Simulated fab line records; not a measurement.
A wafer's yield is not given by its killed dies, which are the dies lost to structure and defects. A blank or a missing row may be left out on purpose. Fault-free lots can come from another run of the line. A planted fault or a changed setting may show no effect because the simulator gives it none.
Chamber matching :: flow n5Finfet :: rieDiel-02 running N5_BEOL_M0_SAQP_ETCH_49: 4 sister chambers
The step etches SiO2 in CF4/O2, target depth 37 nm. 4 wafers are shown with their chamber, then 7 later ones without.

== WAFERS PAIRED WITH THEIR CHAMBERS ==
wafer: L082.2
chamber: 3
drypumpMotorCurrentA (A): 5.34

wafer: L082.6
chamber: 0
drypumpMotorCurrentA (A): 5.11

wafer: L085.1
chamber: 2
drypumpMotorCurrentA (A): 5.84

wafer: L085.5
chamber: 1
drypumpMotorCurrentA (A): 5.64

== WAFERS WITHOUT THEIR CHAMBER ==
wafer: L085.6
drypumpMotorCurrentA (A): 5.85

wafer: L088.1
drypumpMotorCurrentA (A): 5.67

wafer: L088.4
drypumpMotorCurrentA (A): 5.11

wafer: L088.5
drypumpMotorCurrentA (A): 5.34

wafer: L090.3
drypumpMotorCurrentA (A): 5.85

wafer: L090.5
drypumpMotorCurrentA (A): 5.82

wafer: L090.6
drypumpMotorCurrentA (A): 5.65

== WHICH CHAMBER EACH WENT THROUGH ==
wafer: L085.6
from the rows above: 2
in truth: 2

wafer: L088.1
from the rows above: 1
in truth: 1

wafer: L088.4
from the rows above: 0
in truth: 0

wafer: L088.5
from the rows above: 3
in truth: 3

wafer: L090.3
from the rows above: 2
in truth: 2

wafer: L090.5
from the rows above: 2
in truth: 2

wafer: L090.6
from the rows above: 1
in truth: 1
Correctly placed: 7 of 7. Number that these rows cannot place: 0. 0 placed wrongly.
How it was worked out, from the rows above alone: a wafer's distance from a chamber is the root of the sum, over the readings, of the square of ((its reading less the chamber's mean) divided by the reading's scatter). If the next closest chamber is less than 2 further off than the closest, the wafer can't be placed; otherwise it belongs to the closest. For every chamber, the mean is computed from those of its wafers that are shown. The scatter (one wafer shown for each chamber): square how far every hidden wafer sits from the nearest shown wafer, average those squares and take the square root.
